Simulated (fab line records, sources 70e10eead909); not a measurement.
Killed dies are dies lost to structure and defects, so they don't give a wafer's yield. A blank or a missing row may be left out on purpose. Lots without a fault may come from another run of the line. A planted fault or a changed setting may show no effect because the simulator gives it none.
Chamber matching | flow nand_harc | NHARC_A_STAIRCASE_DESCUM_252 on rie_diel-13: 4 sister chambers
The step chemistry O2, time 3 s. 4 wafers are shown with their chamber, then 7 later ones without.

WAFERS WITH THEIR CHAMBER
wafer  | chamber | drypump_motor_current_A (A)
L316.4 | 2       | 5.5
L318.4 | 0       | 5.3
L320.1 | 1       | 5.9
L320.5 | 3       | 5.9

WAFERS WITHOUT THEIR CHAMBER
wafer  | drypump_motor_current_A (A)
L320.6 | 5.3
L323.2 | 5.9
L323.3 | 5.2
L323.4 | 5.6
L322.2 | 5.2
L322.4 | 6.0
L322.5 | 5.9

WHICH CHAMBER EACH WENT THROUGH
wafer  | from the rows above     | in truth
L320.6 | 0                       | 0
L323.2 | can't be placed: 1 or 3 | 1
L323.3 | 0                       | 0
L323.4 | 2                       | 2
L322.2 | 0                       | 0
L322.4 | can't be placed: 1 or 3 | 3
L322.5 | can't be placed: 1 or 3 | 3
Placed correctly: 4 of 7. Can't be placed from these rows: 3 (the true chamber is among the candidates in 3). Placed wrongly: 0.
How it was worked out, from the rows above alone: a wafer's distance from a chamber is the root of the sum, over the readings, of the square of ((its reading less the chamber's mean) divided by the reading's scatter). The wafer belongs to the nearest chamber; if the next one is less than 2 further off, it can't be placed. A chamber's mean is the mean of its shown wafers. The scatter: with one shown wafer a chamber, the root of the mean of the squares of how far each hidden wafer lies from its nearest shown one.
